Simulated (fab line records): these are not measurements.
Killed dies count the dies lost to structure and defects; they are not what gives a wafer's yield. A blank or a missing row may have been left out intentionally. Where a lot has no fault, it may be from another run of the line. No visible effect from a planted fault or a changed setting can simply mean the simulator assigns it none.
Chamber matching | flow n5-finfet | N5_BEOL_M6_STRIP_67 on rie-diel-02 has 4 sister chambers
The step strips in CF4. 8 wafers are shown with their chamber, then 12 later ones without.

## WAFERS PAIRED WITH THEIR CHAMBERS
wafer  | chamber | drypump-motor-current-A (A) | showerhead-plenum-p-Torr (Torr)
L082.5 | 1       | 5.0                         | 1.75
L088.2 | 2       | 5.1                         | 1.74
L088.5 | 3       | 5.4                         | 1.86
L089.3 | 2       | 5.1                         | 1.74
L089.5 | 0       | 5.4                         | 1.79
L092.1 | 0       | 5.4                         | 1.79
L092.2 | 3       | 5.4                         | 1.85
L092.3 | 1       | 5.1                         | 1.74

## WAFERS WHOSE CHAMBER IS MISSING
wafer  | drypump-motor-current-A (A) | showerhead-plenum-p-Torr (Torr)
L093.2 | 5.4                         | 1.85
L093.3 | 5.1                         | 1.74
L093.4 | 5.4                         | 1.79
L094.1 | 5.4                         | 1.85
L094.5 | 5.4                         | 1.85
L094.6 | 5.1                         | 1.74
L096.1 | 5.0                         | 1.74
L096.2 | 5.4                         | 1.85
L096.4 | 5.4                         | 1.79
L095.2 | 5.1                         | 1.74
L095.3 | 5.4                         | 1.79
L095.4 | 5.1                         | 1.74

## WHICH CHAMBER EACH WENT THROUGH
wafer  | from the rows above     | in truth
L093.2 | 3                       | 3
L093.3 | can't be placed: 2 or 1 | 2
L093.4 | 0                       | 0
L094.1 | 3                       | 3
L094.5 | 3                       | 3
L094.6 | can't be placed: 2 or 1 | 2
L096.1 | can't be placed: 1 or 2 | 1
L096.2 | 3                       | 3
L096.4 | 0                       | 0
L095.2 | can't be placed: 2 or 1 | 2
L095.3 | 0                       | 0
L095.4 | can't be placed: 2 or 1 | 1
7 of 12 placed correctly. Not placeable from these rows: 5 (in 5, the candidates include the true chamber). Placed wrongly: 0.
How it was worked out, from the rows above alone: a wafer's distance from a chamber is the root of the sum, over the readings, of the square of ((its reading less the chamber's mean) divided by the reading's scatter). If the next closest chamber is less than 2 further off than the closest, the wafer can't be placed; otherwise it belongs to the closest. The mean given for a chamber averages the wafers shown for that chamber. The scatter is the square root of a quotient: the sum, over the shown wafers, of each reading's squared deviation from its chamber's mean, divided by wafers minus chambers.
